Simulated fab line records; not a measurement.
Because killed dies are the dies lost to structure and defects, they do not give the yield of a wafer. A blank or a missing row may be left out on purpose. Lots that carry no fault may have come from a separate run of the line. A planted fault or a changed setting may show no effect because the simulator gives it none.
A struck lot beside a sound one    flow n5_finfet    33 out of 1938 route steps
Sound: the wafers L927.3, L927.4, L927.6. Struck: wafer L930.1. Last of all comes the cause.
Order at every step that has rows: each side's tool, ch and its chambers, its first start. Under that, the readings that differ: sound wafers    struck wafers    difference of the means    sigmas: that difference in standard deviations of wafers without a fault.
alike: readings whose means differ by less than 2 such deviations, and words and numbers that are the same on both sides. not compared: withheld readings, readings that some wafer has no value for, bounds like >300 that may hide the same value, and numbers for which the record gives no deviation and whose values overlap.
Wherever a step has rows on one side only, a row that says differs or no value, or a row with sigmas, the two part there. Numbers that have no deviation but don't overlap get no sigmas and don't part them. Lack of a reading on every wafer of one side parts them only where that side has two or more wafers.

first, 6 steps without rows for these wafers: N5_BEOL_M3_COAT_05 (resist thk 30 nm); N5_BEOL_M3_EBR_07; N5_BEOL_M3_SOFTBAKE_06 (time 60 s); N5_BEOL_M3_EXPOSE_08 (exposes mask M3); N5_BEOL_M3_PEB_09 (peb time 60 s); N5_BEOL_M3_DEVELOP_10 (develop time 30 s).
N5_BEOL_M3_CD_MEAS_11: the cd target is 17.05 nm.
  sound on cd_sem-01 ch 0, day 7 18:49; struck on cd_sem-01 ch 0, day 9 08:17
  alike: cd_nm
N5_BEOL_M3_OVL_MEAS_12:
  sound on overlay-02 ch 0, day 7 18:51; struck on overlay-02 ch 0, day 9 08:19
  alike: M3_OVL
N5_BEOL_M3_INSPECT_13: inspects for defects (brightfield).
  sound on defect_inspect-02 at day 7 18:54; struck on defect_inspect-01 at day 9 08:22
  alike: raw_defect_count
N5_BEOL_M3_DESCUM_16: chemistry O2, time 7 s.
  sound on rie_diel-06 ch 1,2,3, day 7 18:56; struck on rie_diel-04 ch 0, day 9 08:33
reading                 sound              struck  difference  sigmas
throttle_valve_pct (%)  20.25 20.05 19.95  20.68   +0.60       +2
  alike: drypump_motor_current_A, oes_product_au, rf_vpp_V, showerhead_plenum_p_Torr
  not compared: rf_hours_counter_h
N5_BEOL_M3_ETCH_74: etches underlayer in N2/H2, target depth 6.5 nm, time 5.2 s.
  sound on rie_diel-06 ch 1,2,3, day 7 18:58; struck on rie_diel-04 ch 0, day 9 08:35
  alike: drypump_motor_current_A, etch_rf_on_time_s, oes_product_au, rf_vpp_V, showerhead_plenum_p_Torr, throttle_valve_pct
  not compared: rf_hours_counter_h
then, 1 step without rows for these wafers: N5_BEOL_M3_ETCH_63 (etches SiARC in CF4, target depth 15.6 nm, time 26 s).
N5_BEOL_M3_ETCH_64: etches SOC in N2/H2, target depth 75 nm, overetch 15 nm, time 112.5 s.
  sound on rie_diel-06 ch 1,2,3, day 7 19:01; struck on rie_diel-04 ch 0, day 9 08:38
reading                      sound        struck  difference  sigmas
drypump_motor_current_A (A)  5.6 5.8 5.0  6.3     +0.8        +2
  alike: oes_product_au, rf_vpp_V, showerhead_plenum_p_Torr, throttle_valve_pct
  not compared: rf_hours_counter_h
then, 3 steps without rows for these wafers: N5_BEOL_M3_STRIP_65 (strips in N2/H2); N5_BEOL_M3_STRIP_75 (strips in N2/H2); N5_BEOL_M3_STRIP_66 (strips in CF4).
N5_BEOL_M3_HM_OPEN_17: chemistry Cl2/BCl3, target TiN, target depth 20 nm, overetch 6 nm.
  sound on rie_metal-01 ch 0,1, day 7 19:13; struck on rie_metal-03 ch 1, day 9 08:47
reading                      sound           struck  difference                    sigmas
drypump_motor_current_A (A)  4.9 5.9 5.9     6.7     +1.1                          +2
oes_product_au (a.u.)        0.61 0.54 0.54  0.71    +0.15                         +2
rf_hours_counter_h (h)       - - -           27      no value on the sound wafers  
  alike: throttle_valve_pct
N5_BEOL_M3_STRIP_19: strips in O2.
  sound on rie_diel-04 ch 0,2,3, day 7 19:31; struck on rie_diel-05 ch 2, day 9 08:54
reading                      sound        struck  difference  sigmas
drypump_motor_current_A (A)  5.8 6.3 5.7  4.9     -1.0        -3
rf_vpp_V (V)                 3.9 3.1 4.0  4.7     +1.0        +2
  alike: oes_product_au, showerhead_plenum_p_Torr, throttle_valve_pct
  not compared: rf_hours_counter_h
N5_BEOL_M3_CD_MEAS_18: pitch 36 nm, target cd 18 nm.
  sound on cd_sem-01 at day 7 19:35; struck on cd_sem-02 at day 9 08:58
  alike: cd_nm
then, 9 steps without rows for these wafers: N5_BEOL_M3_COAT_67 (time 60 s, resist thk 60 nm); N5_BEOL_M3_COAT_68 (time 60 s, resist thk 12 nm); N5_BEOL_M3_COAT_76 (time 60 s, resist thk 5 nm); N5_BEOL_M3_COAT_22 (resist thk 30 nm); N5_BEOL_M3_EBR_24; N5_BEOL_M3_SOFTBAKE_23 (time 60 s); N5_BEOL_M3_EXPOSE_25 (exposes mask V2, defocus 5 nm); N5_BEOL_M3_PEB_26 (peb time 60 s); N5_BEOL_M3_DEVELOP_27 (develop time 30 s).
N5_BEOL_M3_CD_MEAS_28: target cd 25.7 nm, target cd y 23.3 nm.
  sound on cd_sem-01 ch 0, day 7 19:54; struck on cd_sem-02 ch 0, day 9 09:18
  alike: cd_nm
N5_BEOL_M3_OVL_MEAS_29:
  sound on overlay-02 ch 0, day 7 19:56; struck on overlay-01 ch 0, day 9 09:20
  alike: V2_OVL
N5_BEOL_M3_INSPECT_30: inspects for defects (brightfield).
  sound on defect_inspect-01 at day 7 19:59; struck on defect_inspect-02 at day 9 09:23
reading           sound        struck  difference  sigmas
raw_defect_count  265 445 266  753     +428        +5
N5_BEOL_M3_DESCUM_33: chemistry O2, time 7 s.
  sound on rie_diel-06 ch 1,2,3, day 7 20:01; struck on rie_diel-04 ch 1, day 9 09:25
reading                sound           struck  difference  sigmas
oes_product_au (a.u.)  0.94 0.91 0.86  0.71    -0.19       -2
  alike: drypump_motor_current_A, rf_vpp_V, showerhead_plenum_p_Torr, throttle_valve_pct
  not compared: rf_hours_counter_h
N5_BEOL_M4_RC_MEAS_101:
  sound on prober-02 ch 0, day 8 16:14; struck on prober-01 ch 0, day 10 07:47
  alike: DIBL_N, DIBL_P, IOFF_N, IOFF_P, ION_N, ION_P, SS_N, SS_P, VT_N, VT_P

== WHERE THEY PART ==
Earliest at N5_BEOL_M3_DESCUM_16; latest, in this record, at N5_BEOL_M3_DESCUM_33. Later steps at which nothing parts them and some readings are alike: N5_BEOL_M4_RC_MEAS_101.

WHY: what the simulator had put in
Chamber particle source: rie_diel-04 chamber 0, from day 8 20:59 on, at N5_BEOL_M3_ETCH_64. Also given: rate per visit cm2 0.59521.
